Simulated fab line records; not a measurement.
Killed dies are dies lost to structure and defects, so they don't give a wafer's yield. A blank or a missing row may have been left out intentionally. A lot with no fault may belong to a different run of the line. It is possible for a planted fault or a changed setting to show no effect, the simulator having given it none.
Comparing a struck lot with a sound one    flow nand_harc    14 out of 1302 route steps
Sound: wafers L345.1, L345.4, L345.6. Struck: wafer L338.6 (left out: L338.4, L338.5 of the same lot, which were not struck); the cause appears at the end.
Order at every step that has rows: each side's tool, ch and its chambers, its first start. Under that, the readings that differ: sound wafers    struck wafers    difference of the means    sigmas: that difference in standard deviations of wafers without a fault.
alike: same words and numbers on both sides, and readings whose means sit less than 2 such deviations apart. not compared: any withheld reading, any reading some wafer has no value for, any bound like >300 that may hide the same value, and any number with overlapping values for which the record gives no deviation.
A row with sigmas, a row that says differs or no value, or rows on one side alone: a step with any of these is where the two part. When numbers do not overlap yet have no deviation, they are printed without sigmas and do not part them. A reading that every wafer of one side lacks parts them only if that side has two wafers or more.

NHARC_A_BLC_PVD_32: deposits Ti, target thk 5 nm, time 17.7 s.
  sound on pvd_sputter-03; struck on pvd_sputter-02
reading                 sound           struck  difference  sigmas
throttle_valve_pct (%)  31.3 30.5 31.4  29.1    -2.0        -2
NHARC_A_BLC_ALD_23: deposits TiN, target thk 3 nm, pulse time 1 s, ald cycles 150.
  sound on ald_metal-02 ch 0,1,2, day 29 17:38; struck on ald_metal-04 ch 3, day 25 21:57
  alike: heater_power_w, precursor_pulse_height_rel
NHARC_A_BLC_CVD_24: deposits W, target thk 150 nm, time 434 s.
  sound on cvd_w-02 ch 0,1; struck on cvd_w-01 ch 1
  alike: heater_power_w, mfc_ar_sccm, throttle_valve_pct
NHARC_A_BLC_CMP_25: polishes, t overpolish 30 s, target thk 150 nm.
  sound on cmp-01 ch 1,2,3, day 29 18:23; struck on cmp-01 ch 1, day 25 22:43
reading               sound                 struck  difference  sigmas
overpolish_run_s (s)  30.005 30.009 30.016  29.993  -0.017      -2
  alike: edge_zone_pressure_frac, motor_current_A, time_to_endpoint_s
after that, 1 step had no rows for these wafers: NHARC_A_BLC_SRD_27.
NHARC_A_BLC_INSPECT_28:
  struck on defect_inspect-02, day 25 23:03; sound on defect_inspect-01, day 29 18:46
  alike: raw_defect_count
then, 5 steps without rows for these wafers: NHARC_A_M0_DEP_00 (deposits SiOC, target thk 150 nm); NHARC_A_M0_DEHYDRATE_01 (time 120 s); NHARC_A_M0_HMDS_02 (time 30 s); NHARC_A_M0_COAT_33 (time 65 s); NHARC_A_M0_COAT_03 (resist thk 90 nm).
NHARC_A_M0_SOFTBAKE_04: time 55 s.
  sound on litho_track-01 ch 0, day 29 19:00; struck on litho_track-01 ch 0, day 25 23:00
reading                   sound                 struck  difference  sigmas
heater_power_total_W (W)  188.40 188.50 188.47  322.92  +134.46     +99 or more
resist_line_temp_C (C)    23.16 23.15 23.15     22.84   -0.31       -3
  not compared: plate_temp_C
after that, 1 step had no rows for these wafers: NHARC_A_M0_EBR_05.
NHARC_END_SORT_01:
  only the struck wafers appear in the record here, on prober-02 ch 0 at day 27 19:38; the sound ones have no rows

WHERE THEY PART
At NHARC_A_BLC_PVD_32 first; at NHARC_END_SORT_01 last (within this record only).

WHY: whatever the simulator had introduced
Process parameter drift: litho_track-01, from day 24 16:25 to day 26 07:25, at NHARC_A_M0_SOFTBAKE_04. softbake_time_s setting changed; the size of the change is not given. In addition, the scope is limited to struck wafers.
